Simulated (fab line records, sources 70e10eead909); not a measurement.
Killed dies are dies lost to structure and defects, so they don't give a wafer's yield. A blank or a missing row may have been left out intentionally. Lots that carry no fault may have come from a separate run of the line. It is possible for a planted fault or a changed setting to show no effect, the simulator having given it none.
The tool behind it: which one? -- flow nand harc -- Sampling: 24 lots, 72 wafers, 6 of 1159 route steps

WHAT THE GAUGES READ, wafer by wafer
NHARC_A_CONTACT_CD_MEAS_53. Usual: cd nm 189.9 nm, standard deviation 0.66.
lot,measured,on,cd nm (nm),flag
L074,day 16 02:04,cd sem-02,189.6 189.1 189.5,
L076,day 17 07:12,cd sem-02,189.5 189.2 190.4,
L077,day 17 07:19,cd sem-02,189.4 188.9 189.0,
L075,day 17 12:07,cd sem-03,190.2 189.9 190.1,
L079,day 18 00:37,cd sem-03,190.0 189.4 189.5,
L078,day 18 07:37,cd sem-03,189.6 189.5 190.2,
L081,day 18 11:26,cd sem-01,188.6 190.2 189.3,
L080,day 19 00:28,cd sem-03,189.5 189.1 189.4,
L082,day 19 08:37,cd sem-01,190.9 190.9 190.7,
L084,day 19 09:23,cd sem-03,190.4 189.6 190.4,
L083,day 19 12:56,cd sem-02,190.5 189.5 189.4,
L085,day 19 13:29,cd sem-01,189.3 190.0 189.4,
L087,day 19 19:34,cd sem-02,190.4 190.2 190.5,
L089,day 19 20:40,cd sem-03,190.3 189.4 189.1,
L090,day 20 00:26,cd sem-03,189.9 189.1 190.4,
L086,day 20 02:40,cd sem-02,191.1 190.3 191.4,
L091,day 20 04:41,cd sem-03,190.4 190.5 189.9,
L088,day 20 07:46,cd sem-03,190.4 189.6 189.5,
L092,day 21 00:22,cd sem-01,189.7 190.2 189.3,
L093,day 21 07:18,cd sem-03,188.7 189.3 189.4,
L096,day 21 17:01,cd sem-03,191.6 190.6 190.1,
L094,day 21 22:52,cd sem-03,189.9 189.5 189.2,
L095,day 22 00:50,cd sem-01,190.8 191.1 191.3,
L097,day 22 08:59,cd sem-01,190.3 189.1 189.9,

NHARC_A_CONTACT_CD_MEAS_15. Usual: cd nm 90.2 nm, standard deviation 0.6.
lot,measured,on,cd nm (nm),flag
L074,day 16 18:05,cd sem-03,89.7 89.6 90.6,
L076,day 17 20:31,cd sem-03,90.2 90.5 89.8,
L077,day 17 20:04,cd sem-01,89.1 90.3 90.2,
L075,day 18 03:49,cd sem-02,89.5 90.3 89.6,
L079,day 18 14:58,cd sem-01,89.9 90.0 89.9,
L078,day 18 20:11,cd sem-02,90.8 90.0 89.8,
L081,day 19 00:29,cd sem-01,90.4 90.7 91.5,
L080,day 19 13:34,cd sem-02,90.7 90.6 89.0,
L082,day 19 21:47,cd sem-02,91.0 90.2 89.3,
L084,day 20 00:52,cd sem-02,90.1 89.4 90.2,
L083,day 20 04:35,cd sem-03,89.9 90.1 90.4,
L085,day 20 05:07,cd sem-03,89.7 90.1 89.8,
L087,day 20 08:54,cd sem-03,91.0 90.7 91.5,
L089,day 20 09:26,cd sem-02,89.7 90.1 89.4,
L090,day 20 18:53,cd sem-02,90.2 91.0 90.6,
L086,day 20 22:19,cd sem-01,90.5 90.9 90.6,
L091,day 20 22:41,cd sem-03,90.0 90.1 90.4,
L088,day 21 00:50,cd sem-01,91.6 90.6 90.8,
L092,day 21 13:57,cd sem-01,89.4 89.8 90.6,
L093,day 21 21:02,cd sem-01,90.3 89.8 90.5,
L096,day 22 07:35,cd sem-01,89.9 89.4 89.7,
L094,day 22 12:58,cd sem-03,90.3 90.3 90.2,
L095,day 22 17:30,cd sem-03,90.3 90.2 90.9,
L097,day 22 22:04,cd sem-01,89.9 90.6 90.5,

NHARC_A_CONTACT_INSPECT_23. Usual: raw defect count 443, standard deviation 120.
lot,measured,on,raw defect count,flag
L074,day 17 18:21,defect inspect-02,488 350 440,
L076,day 18 07:41,defect inspect-02,376 265 452,
L077,day 18 07:29,defect inspect-01,443 369 384,
L075,day 18 12:12,defect inspect-01,604 550 642,
L079,day 18 20:32,defect inspect-02,857 392 374,
L078,day 19 06:16,defect inspect-02,455 393 401,
L081,day 19 07:02,defect inspect-02,326 297 384,
L080,day 19 21:38,defect inspect-01,407 430 494,
L082,day 20 00:49,defect inspect-02,345 361 391,
L084,day 20 06:01,defect inspect-02,376 270 333,
L083,day 20 07:17,defect inspect-01,504 534 652,
L085,day 20 09:06,defect inspect-01,432 466 372,
L087,day 20 11:46,defect inspect-01,527 334 446,
L089,day 20 13:05,defect inspect-01,654 553 563,
L090,day 20 21:19,defect inspect-02,300 480 379,
L086,day 21 15:15,defect inspect-02,640 327 334,
L091,day 21 14:05,defect inspect-02,526 515 515,
L088,day 21 16:00,defect inspect-01,420 374 402,
L092,day 21 19:41,defect inspect-01,774 389 779,
L093,day 22 01:43,defect inspect-02,429 466 275,
L096,day 22 10:28,defect inspect-02,597 648 384,
L094,day 22 17:18,defect inspect-01,329 334 352,
L095,day 22 22:02,defect inspect-01,375 434 346,
L097,day 23 00:30,defect inspect-01,398 497 462,

EACH LOT AND THE TOOL THAT RAN IT (in order: tool; ch and the chambers of the sampled wafers; start)
lot,NHARC_A_CONTACT_ETCH_127,NHARC_A_CONTACT_DEP_84,NHARC_A_CONTACT_ETCH_30
L074,"har cap etch-01 ch 0,1, day 16 10:09","acl dep-03 ch 0, day 16 14:20","rie diel-07 ch 1,2, day 16 18:05 or earlier"
L076,"har cap etch-01 ch 0,1, day 17 12:44","acl dep-02 ch 0, day 17 16:17","rie diel-07 ch 0,1,2, day 17 20:31 or earlier"
L077,"har cap etch-03 ch 0,1, day 17 12:40","acl dep-03 ch 0, day 17 15:14","rie diel-02 ch 0,1,3, day 17 20:04 or earlier"
L075,"har cap etch-02 ch 0,1, day 17 18:27","acl dep-01 ch 0, day 17 23:14","rie diel-02 ch 0,1,3, day 18 03:49 or earlier"
L079,"har cap etch-03 ch 0,1, day 18 07:37","acl dep-01 ch 0, day 18 10:34","rie diel-07 ch 0,2, day 18 14:58 or earlier"
L078,"har cap etch-01 ch 0,1, day 18 12:53","acl dep-01 ch 0, day 18 16:01","rie diel-07 ch 1,2, day 18 20:11 or earlier"
L081,"har cap etch-02 ch 0,1, day 18 16:45","acl dep-01 ch 0, day 18 20:04","rie diel-07 ch 0,1,3, day 19 00:29 or earlier"
L080,"har cap etch-01 ch 0,1, day 19 05:38","acl dep-01 ch 0, day 19 09:29","rie diel-07 ch 0,1,3, day 19 13:34 or earlier"
L082,"har cap etch-01 ch 0,1, day 19 14:43","acl dep-03 ch 0, day 19 17:53","rie diel-07 ch 1,2,3, day 19 21:47 or earlier"
L084,"har cap etch-03 ch 0,1, day 19 15:08","acl dep-01 ch 0, day 19 19:47","rie diel-06 ch 1,2,3, day 20 00:52 or earlier"
L083,"har cap etch-03 ch 0,1, day 19 19:43","acl dep-01 ch 0, day 20 00:37","rie diel-06 ch 0,1, day 20 04:35 or earlier"
L085,"har cap etch-01 ch 0,1, day 19 21:09","acl dep-02 ch 0, day 20 00:46","rie diel-02 ch 0,2, day 20 05:07 or earlier"
L087,"har cap etch-03 ch 0,1, day 20 01:22","acl dep-02 ch 0, day 20 04:15","rie diel-06 ch 0,1,2, day 20 08:54 or earlier"
L089,"har cap etch-02 ch 0,1, day 20 01:56","acl dep-03 ch 0, day 20 05:07","rie diel-07 ch 0,1,2, day 20 09:26 or earlier"
L090,"har cap etch-01 ch 0,1, day 20 06:55","acl dep-02 ch 0, day 20 14:09","rie diel-06 ch 0,3, day 20 18:53 or earlier"
L086,"har cap etch-02 ch 0,1, day 20 07:58","acl dep-02 ch 0, day 20 17:23","rie diel-02 ch 0,2, day 20 22:19 or earlier"
L091,"har cap etch-03 ch 0,1, day 20 10:28","acl dep-03 ch 0, day 20 18:13","rie diel-07 ch 0,1,2, day 20 22:41 or earlier"
L088,"har cap etch-01 ch 0,1, day 20 13:10","acl dep-01 ch 0, day 20 19:50","rie diel-07 ch 1,2,3, day 21 00:50 or earlier"
L092,"har cap etch-02 ch 0,1, day 21 06:32","acl dep-02 ch 0, day 21 09:08","rie diel-06 ch 1,2,3, day 21 13:57 or earlier"
L093,"har cap etch-03 ch 0,1, day 21 12:26","acl dep-02 ch 0, day 21 16:23","rie diel-06 ch 1,2, day 21 21:02 or earlier"
L096,"har cap etch-02 ch 0,1, day 21 22:59","acl dep-01 ch 0, day 22 02:33","rie diel-06 ch 1,2, day 22 07:35 or earlier"
L094,"har cap etch-03 ch 0,1, day 22 05:29","acl dep-01 ch 0, day 22 08:13","rie diel-07 ch 1,2,3, day 22 12:58 or earlier"
L095,"har cap etch-02 ch 0,1, day 22 09:04","acl dep-03 ch 0, day 22 13:03","rie diel-06 ch 2,3, day 22 17:30 or earlier"
L097,"har cap etch-03 ch 0,1, day 22 14:46","acl dep-01 ch 0, day 22 17:24","rie diel-06 ch 1,3, day 22 22:04 or earlier"
- NHARC_A_CONTACT_ETCH_127: etches the open film in C4F8/O2/Ar, time 155 s, target depth 956 nm.
- NHARC_A_CONTACT_DEP_84: deposits aC, target thk 2000 nm.
- NHARC_A_CONTACT_ETCH_30: etches the open film in CF4/CHF3, target depth 60.5 nm, time 30.2 s.

AS READ BY THE TOOLS THEMSELVES (means over the sampled wafers that have a number; for cases with no such wafer, the mark the record gives instead)
NHARC_A_CONTACT_DEP_84. Usual: throttle valve pct 35.001 %, standard deviation 0.0085.
lot,tool,throttle valve pct (%),flag
L074,acl dep-03,34.997,
L076,acl dep-02,34.995,
L077,acl dep-03,34.997,
L075,acl dep-01,35.000,
L079,acl dep-01,35.005,
L078,acl dep-01,35.001,
L081,acl dep-01,35.001,
L080,acl dep-01,34.994,
L082,acl dep-03,35.008,
L084,acl dep-01,34.998,
L083,acl dep-01,35.004,
L085,acl dep-02,35.008,
L087,acl dep-02,35.006,
L089,acl dep-03,35.011,
L090,acl dep-02,34.995,
L086,acl dep-02,34.998,
L091,acl dep-03,34.996,
L088,acl dep-01,35.005,
L092,acl dep-02,34.999,
L093,acl dep-02,35.004,
L096,acl dep-01,35.006,
L094,acl dep-01,34.998,
L095,acl dep-03,34.995,
L097,acl dep-01,35.000,

NHARC_A_CONTACT_ETCH_30. Usual: drypump motor current A 5.9 A, standard deviation 0.31; oes product au 0.938 a.u., standard deviation 0.021; rf vpp V 371.2 V, standard deviation 2.1; showerhead plenum p Torr 1.59 Torr, standard deviation 0.059; throttle valve pct 16.803 %, standard deviation 0.0093.
lot,tool,drypump motor current A (A),oes product au (a.u.),rf vpp V (V),showerhead plenum p Torr (Torr),throttle valve pct (%),flag
L074,rie diel-07,6.0,0.976,373.2,1.64,16.800,
L076,rie diel-07,5.9,0.925,372.4,1.62,16.798,
L077,rie diel-02,5.9,0.930,368.3,1.53,16.804,
L075,rie diel-02,5.9,0.925,369.9,1.53,16.801,
L079,rie diel-07,6.0,0.932,371.9,1.62,16.805,
L078,rie diel-07,6.1,0.934,372.3,1.63,16.804,
L081,rie diel-07,5.9,0.969,371.1,1.58,16.799,
L080,rie diel-07,5.9,0.929,371.0,1.58,16.807,
L082,rie diel-07,6.1,0.932,370.6,1.58,16.795,
L084,rie diel-06,5.8,0.933,373.1,1.63,16.805,
L083,rie diel-06,6.3,0.944,371.3,1.59,16.803,
L085,rie diel-02,5.8,0.956,367.9,1.51,16.802,
L087,rie diel-06,5.9,0.918,371.9,1.60,16.800,
L089,rie diel-07,5.9,0.923,372.9,1.62,16.799,
L090,rie diel-06,6.3,0.922,370.1,1.57,16.801,
L086,rie diel-02,5.8,0.962,367.9,1.51,16.800,
L091,rie diel-07,5.9,0.921,372.0,1.62,16.806,
L088,rie diel-07,6.1,0.925,370.9,1.58,16.801,
L092,rie diel-06,5.8,0.969,372.1,1.63,16.795,
L093,rie diel-06,5.6,0.969,371.5,1.62,16.818,
L096,rie diel-06,5.8,0.925,373.6,1.65,16.793,
L094,rie diel-07,6.1,0.928,371.2,1.58,16.805,
L095,rie diel-06,5.7,0.930,371.5,1.59,16.796,
L097,rie diel-06,6.0,0.933,373.5,1.65,16.806,

THE ANSWER, worked out from the rows above alone
Rule: take the mean of a lot's wafers that have a number; if it is more than 3 standard deviations from the usual mean, the lot is off. A lot without any number at a reading at which 4 lots or more have one is off too. Any other lot the step has rows for is counted as sound. First the gauges in route order, then the tools' own readings, where a lot's mean is used as printed above. The first step at which some lot is off is used, and at that step the reading that is off furthest; a lot without a number counts as furthest.
Nothing can be told from this: no lot is off at any reading shown.

WHAT WAS PUT IN BY THE SIMULATOR
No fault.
